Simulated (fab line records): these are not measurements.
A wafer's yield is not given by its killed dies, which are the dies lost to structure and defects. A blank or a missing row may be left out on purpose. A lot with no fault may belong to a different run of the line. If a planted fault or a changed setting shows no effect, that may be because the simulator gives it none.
Matching of chambers	flow nand harc	NHARC_A_CHANNEL_FILL_D1_ALD_16 on ald hk-04: 4 sister chambers
The step deposits SiO2, target thk 1.5 nm, pulse time 10 s, ald cycles 15. 8 wafers are shown with their chamber, then 8 later ones without.

== WAFERS WITH THEIR CHAMBER ==
wafer	chamber	heater power w (W)	precursor pulse height rel
L086.1	0	429	1.023
L086.6	2	402	0.963
L088.1	3	482	0.990
L088.4	2	403	0.986
L091.2	0	422	1.001
L091.4	1	433	0.958
L091.6	1	442	0.996
L093.1	3	505	0.999

== WAFERS WITHOUT THEIR CHAMBER ==
wafer	heater power w (W)	precursor pulse height rel
L093.2	433	1.020
L093.6	443	0.967
L096.2	454	1.005
L096.5	431	0.996
L096.6	420	0.984
L097.3	426	0.948
L097.4	486	0.945
L097.5	411	0.988

== THE CHAMBER EACH PASSED THROUGH ==
wafer	from the rows above	in truth
L093.2	can't be placed: 0 or 1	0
L093.6	1	1
L096.2	can't be placed: 1 or 0 or 3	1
L096.5	can't be placed: 0 or 1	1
L096.6	can't be placed: 0 or 1 or 2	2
L097.3	can't be placed: 1 or 2 or 0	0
L097.4	3	3
L097.5	can't be placed: 2 or 0 or 1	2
Placed correctly: 2 of 8. Not placeable from these rows: 6 (in 6, the candidates include the true chamber). 0 placed wrongly.
How it was worked out, from the rows above alone: a wafer's distance from a chamber is the root of the sum, over the readings, of the square of ((its reading less the chamber's mean) divided by the reading's scatter). The wafer belongs to the nearest chamber; if the next one is less than 2 further off, it can't be placed. A chamber's mean is the mean of its shown wafers. The scatter: take each reading less its chamber's mean, square it, sum over the shown wafers, divide by the number of wafers less the number of chambers, and take the root.
